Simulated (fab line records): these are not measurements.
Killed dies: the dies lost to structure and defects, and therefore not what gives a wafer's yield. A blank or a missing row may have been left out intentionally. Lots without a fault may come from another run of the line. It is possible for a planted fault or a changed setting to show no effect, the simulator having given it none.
Struck lot and sound lot, side by side / flow n5 finfet / 15 steps out of a route of 1938
Sound: wafers L792.1, L792.4, L792.5. Struck: wafer L799.1. (L799.5, L799.6 of the same lot were not struck and are left out.) The cause comes at the end.
At each step with rows: each side's tool, then ch and its chambers, then its first start. Under that, the readings that differ: sound wafers / struck wafers / difference of the means / sigmas: that difference in standard deviations of wafers without a fault.
alike: a reading whose means differ by less than 2 such deviations, as well as words and numbers matching on both sides. not compared: withheld readings; readings where some wafer has no value; bounds like >300 that might hide an equal value; numbers whose values overlap and for which the record gives no deviation.
A row with sigmas, a row that says differs or no value, or rows on one side alone: a step with any of these is where the two part. Numbers that have no deviation but don't overlap get no sigmas and don't part them. A reading that every wafer of one side lacks parts them only if that side has two wafers or more.

N5_BEOL_M10_ALD_74: deposits TaN, target thk 2 nm, pulse time 2 s, purge time 3 s.
  sound on ald metal-01 ch 0,2,3, day 9 23:29; struck on ald metal-01 ch 3, day 12 04:08
  alike: heater power w
N5_BEOL_M10_SURFACE_TREAT_76:
  sound on pvd sputter-03, day 9 23:58; struck on pvd sputter-03, day 12 04:29
  not compared: throttle valve pct
then, 1 step without rows for these wafers: N5_BEOL_M10_CVD_75 (deposits Co from CCTBA/H2, target thk 2 nm, time 138.9 s).
N5_BEOL_M10_SPUTTER_48: material Cu, target thk 12 nm, time 2 s.
  sound on pvd sputter-03, day 10 00:14; struck on pvd sputter-02, day 12 04:45
  alike: throttle valve pct
then, 2 steps without rows for these wafers: N5_BEOL_M10_ECD_50 (material Cu, target thk 318 nm); N5_BEOL_M10_ANNEAL_51 (time 90 s).
N5_BEOL_M10_CMP_52: polishes, stops on SiCOH lowk, t overpolish 7 s, target thk 140 nm.
  sound on cmp-02 ch 2,3, day 10 00:48; struck on cmp-02 ch 1, day 12 05:25
reading=motor current A (A); sound=6.2 5.0 5.3; struck=6.8; difference=+1.3; sigmas=+3
  alike: barrier field endpoint s, overpolish run s, time to endpoint s
N5_BEOL_M10_THK_MEAS_53: measures by xrf.
  sound on film metro-01, day 10 01:06; struck on film metro-02, day 12 05:35
  alike: M10_THK
then, 2 steps without rows for these wafers: N5_BEOL_M10_PRE_CLEAN_55 (time 15 s); N5_BEOL_M10_DEP_56 (deposits SiCN from 3MS/NH3, target thk 15 nm, time 26.5 s).
N5_BEOL_M10_RS_MEAS_57: a four-point-probe measurement.
  sound on film metro-01, day 10 01:16; struck on film metro-01, day 12 05:43
  alike: M10_RS
N5_BEOL_M10_INSPECT_58: inspects for defects (darkfield).
  sound on defect inspect-02, day 10 01:17; struck on defect inspect-02, day 12 05:45
  alike: raw defect count
N5_BEOL_M11_ILD_DEP_00: deposits SiCOH lowk from DEMS/porogen, target thk 308.51 nm, time 58 s.
  sound on pecvd-04 ch 0,1, day 10 01:22; struck on pecvd-04 ch 2, day 12 05:47
reading=showerhead plenum p Torr (Torr); sound=5.703 5.727 5.725; struck=5.774; difference=+0.056; sigmas=+3
reading=susceptor temp C (C); sound=299.84 299.97 299.84; struck=297.05; difference=-2.83; sigmas=-16
  alike: heater power w, showerhead vpp V, throttle valve pct
N5_BEOL_M11_CURE_71: cures SiCOH lowk, time 240 s.
  sound on uv cure-03 ch 0, day 10 01:46; struck on uv cure-03 ch 1, day 12 05:52
  alike: lamp power pct, wafer_temp_C_max
N5_PASSIVATION_PROBE_49:
  sound on prober-01, day 11 22:40; struck on prober-01, day 14 04:08
reading=defect limited yield (%); sound=91.8 94.1 93.4; struck=88.4; difference=-4.7; sigmas=-3
reading=killed at contacts; sound=21 10 20; struck=38; difference=+21; sigmas=+3
reading=killed dies; sound=97 70 78; struck=137; difference=+55; sigmas=+3
reading=killed open; sound=64 41 44; struck=87; difference=+37; sigmas=+3
reading=killed short; sound=33 29 30; struck=50; difference=+19; sigmas=+2
reading=sort_bin_5_function (%); sound=4.2 3.4 3.5; struck=6.1; difference=+2.4; sigmas=+2
reading=sort_bin_6_memory (%); sound=3.6 2.3 3.1; struck=4.8; difference=+1.8; sigmas=+2
reading=sort n pass; sound=1083 1110 1102; struck=1043; difference=-55; sigmas=-3
reading=sort yield pct (%); sound=91.8 94.1 93.4; struck=88.4; difference=-4.7; sigmas=-3
  alike: killed_at_M0_to_M3, killed_at_M4_up, killed at front end, killed at other, sort_bin_4_leakage

## WHERE THEY PART
At N5_BEOL_M10_CMP_52 first; at N5_PASSIVATION_PROBE_49 last (within this record only).

WHY: what had been put in by the simulator
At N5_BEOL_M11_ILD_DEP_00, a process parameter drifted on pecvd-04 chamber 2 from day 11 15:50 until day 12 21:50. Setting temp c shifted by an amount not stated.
